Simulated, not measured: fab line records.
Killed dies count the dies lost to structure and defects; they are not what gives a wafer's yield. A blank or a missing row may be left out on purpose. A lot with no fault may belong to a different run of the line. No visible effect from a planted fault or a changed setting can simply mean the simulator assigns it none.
Matching of chambers / flow n5 finfet / 4 sister chambers for N5_BEOL_M2_STRIP_66 on rie diel-03
The step strips in CF4. 4 wafers are shown with their chamber, then 12 later ones without.

WAFERS, EACH WITH ITS CHAMBER
wafer=L090.5; chamber=1; drypump motor current A (A)=5.2
wafer=L091.1; chamber=2; drypump motor current A (A)=6.0
wafer=L091.2; chamber=0; drypump motor current A (A)=6.3
wafer=L091.3; chamber=3; drypump motor current A (A)=5.6

WAFERS WHOSE CHAMBER IS MISSING
wafer=L091.4; drypump motor current A (A)=5.1
wafer=L091.5; drypump motor current A (A)=6.0
wafer=L091.6; drypump motor current A (A)=5.6
wafer=L093.1; drypump motor current A (A)=5.1
wafer=L093.2; drypump motor current A (A)=5.6
wafer=L093.3; drypump motor current A (A)=6.3
wafer=L093.4; drypump motor current A (A)=6.0
wafer=L093.5; drypump motor current A (A)=6.0
wafer=L093.6; drypump motor current A (A)=5.2
wafer=L096.2; drypump motor current A (A)=6.3
wafer=L096.4; drypump motor current A (A)=5.6
wafer=L096.6; drypump motor current A (A)=6.3

WHICH CHAMBER EACH ONE RAN IN
wafer=L091.4; from the rows above=1; in truth=1
wafer=L091.5; from the rows above=2; in truth=2
wafer=L091.6; from the rows above=3; in truth=3
wafer=L093.1; from the rows above=1; in truth=1
wafer=L093.2; from the rows above=3; in truth=3
wafer=L093.3; from the rows above=0; in truth=0
wafer=L093.4; from the rows above=2; in truth=2
wafer=L093.5; from the rows above=2; in truth=2
wafer=L093.6; from the rows above=1; in truth=1
wafer=L096.2; from the rows above=0; in truth=0
wafer=L096.4; from the rows above=3; in truth=3
wafer=L096.6; from the rows above=0; in truth=0
12 of 12 placed correctly. From these rows, 0 cannot be placed. Number placed wrongly: 0.
How it was worked out, from the rows above alone: a wafer's distance from a chamber is the root of the sum, over the readings, of the square of ((its reading less the chamber's mean) divided by the reading's scatter). If the next closest chamber is less than 2 further off than the closest, the wafer can't be placed; otherwise it belongs to the closest. Each chamber's mean is taken over the wafers shown for it. The scatter (one wafer shown for each chamber): square how far every hidden wafer sits from the nearest shown wafer, average those squares and take the square root.
